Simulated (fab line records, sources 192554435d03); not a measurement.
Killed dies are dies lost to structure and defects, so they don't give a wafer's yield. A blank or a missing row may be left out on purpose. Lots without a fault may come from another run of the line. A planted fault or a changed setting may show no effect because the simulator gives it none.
Split-lot experiment | flow n5_finfet | 7 lots, 39 wafers read, on a route of 1938 steps

THE SPLIT
At N5_BEOL_M8_DESCUM_33 (chemistry O2, time 7 s), the setting time_s was moved away from the recipe's 7 s on 18 of the 39 wafers read, by -47.4% to +51.0%. The other wafers ran this setting at the recipe's value.

The reading is taken at the split's own step.

THE READING
CAR-EUV_of_BEOL_M8_COAT_22.thk_nm (the simulator's own value, which no gauge read), in nm, at N5_BEOL_M8_DESCUM_33 (chemistry O2, time 7 s). The file gives no usual value for it. The 21 wafers here that ran the recipe average 26.1 nm, standard deviation 0.12 nm.

wafer  | tool, chamber at the split | time_s as run, s | against the recipe | CAR-EUV_of_BEOL_M8_COAT_22.thk_nm, nm | against lot-mates on the recipe
L078.1 | rie_diel-06, 2,1,0         | 8.105            | +15.8%             | 25.8                                  | -0.4
L078.3 | rie_diel-06, 2,1,0         | 8.105            | +15.8%             | 25.8                                  | -0.4
L078.4 | rie_diel-06, 2,1,0         | 8.105            | +15.8%             | 25.8                                  | -0.4
L078.2 | rie_diel-06, 3,1,2         | 7                | recipe             | 26.2                                  | -
L078.5 | rie_diel-06, 3,1,2         | 7                | recipe             | 26.2                                  | -
L078.6 | rie_diel-06, 3,1,2         | 7                | recipe             | 26.2                                  | -
L079.1 | rie_diel-01, 1,2,3         | 7                | recipe             | 26                                    | -
L079.2 | rie_diel-01, 1,2,3         | 7                | recipe             | 26                                    | -
L079.3 | rie_diel-01, 1,2,3         | 7                | recipe             | 26                                    | -
L079.4 | rie_diel-01, 0             | 9.344            | +33.5%             | 25                                    | -1.0
L079.5 | rie_diel-01, 3,0           | 9.344            | +33.5%             | 24.8                                  | -1.2
L079.6 | rie_diel-01, 3,0           | 9.344            | +33.5%             | 24.8                                  | -1.2
L082.1 | rie_diel-06, 3,1,0         | 7                | recipe             | 26                                    | -
L082.5 | rie_diel-06, 3,1,0         | 7                | recipe             | 26                                    | -
L082.6 | rie_diel-06, 3,1,0         | 7                | recipe             | 26                                    | -
L082.2 | rie_diel-06, 1,0           | 4.302            | -38.5%             | 27.2                                  | +1.2
L082.3 | rie_diel-06, 1,0           | 4.302            | -38.5%             | 27.2                                  | +1.2
L082.4 | rie_diel-06, 2             | 4.302            | -38.5%             | 27.4                                  | +1.4
L081.1 | rie_diel-05, 2,0,1         | 7                | recipe             | 26.2                                  | -
L081.3 | rie_diel-05, 2,0,1         | 7                | recipe             | 26.2                                  | -
L081.4 | rie_diel-05, 2,0,1         | 7                | recipe             | 26.2                                  | -
L081.2 | rie_diel-05, 3,3,0         | 3.683            | -47.4%             | 27.8                                  | +1.6
L081.5 | rie_diel-05, 3,3,0         | 3.683            | -47.4%             | 27.8                                  | +1.6
L081.6 | rie_diel-05, 3,3,0         | 3.683            | -47.4%             | 27.8                                  | +1.6
L084.1 | rie_diel-06, 0,3           | 10.57            | +51.0%             | 24.2                                  | -1.8
L084.6 | rie_diel-06, 0,3           | 10.57            | +51.0%             | 24.2                                  | -1.8
L084.2 | rie_diel-06, 2,1,3         | 7                | recipe             | 26                                    | -
L084.3 | rie_diel-06, 2,1,3         | 7                | recipe             | 26                                    | -
L084.4 | rie_diel-06, 2,1,3         | 7                | recipe             | 26                                    | -
L084.5 | rie_diel-06, 0             | 10.57            | +51.0%             | 24.4                                  | -1.6
L085.1 | rie_diel-06, 3,0           | 5.05             | -27.9%             | 27                                    | +0.7
L085.4 | rie_diel-06, 3,0           | 5.05             | -27.9%             | 27                                    | +0.7
L085.2 | rie_diel-06, 1,2           | 7                | recipe             | 26.2                                  | -
L085.3 | rie_diel-06, 1,2           | 7                | recipe             | 26.2                                  | -
L085.5 | rie_diel-06, 1             | 7                | recipe             | 26.4                                  | -
L085.6 | rie_diel-06, 2             | 5.05             | -27.9%             | 27.2                                  | +0.9
L093.3 | rie_diel-05, 3,1,2         | 7                | recipe             | 26.2                                  | -
L093.4 | rie_diel-05, 3,1,2         | 7                | recipe             | 26.2                                  | -
L093.5 | rie_diel-05, 3,1,2         | 7                | recipe             | 26.2                                  | -
Where a row lists several chambers, the file gives one row for several wafers and doesn't say which wafer went through which chamber.

THE FIT
A straight line over all 39 wafers: CAR-EUV_of_BEOL_M8_COAT_22.thk_nm changes by -0.0344 nm for each +1% of time_s; r = -0.99; the points scatter about the line by 0.14 nm.
The same after taking each lot's own level away (the mean of its wafers on the recipe; 39 wafers): -0.033 nm for each +1%; r = -1.00; scatter 0.079 nm.
On that fit, the largest move of time_s shifts the reading by 1.7 nm.
The lots' own levels span 26.00 to 26.27 nm, that is 2.3 times the standard deviation above.
So the lot-to-lot level changes the slope little: the two slopes agree.
Check: with one of the wafers moved furthest among these (+51.0%) left out of the fit, the line predicts -1.67 nm for it against its lot-mates. It came out at -1.8 nm against them.

OTHER SPLITS ON THESE WAFERS
These wafers also went through other splits before the reading. Each is held against what the fit with the lots' levels taken away leaves over:
other split on the same wafers           | wafers away from the commonest value | r with CAR-EUV_of_BEOL_M8_COAT_22.thk_nm (lot level and that fit taken away)
N5_BEOL_M6_TRENCH_ETCH_37 target_depth_a | 15                                   | +0.05

THE FILE'S OWN FIT
CAR-EUV_of_BEOL_M8_COAT_22.thk_nm changes by -0.033 nm for each +1% of time_s, r = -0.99.
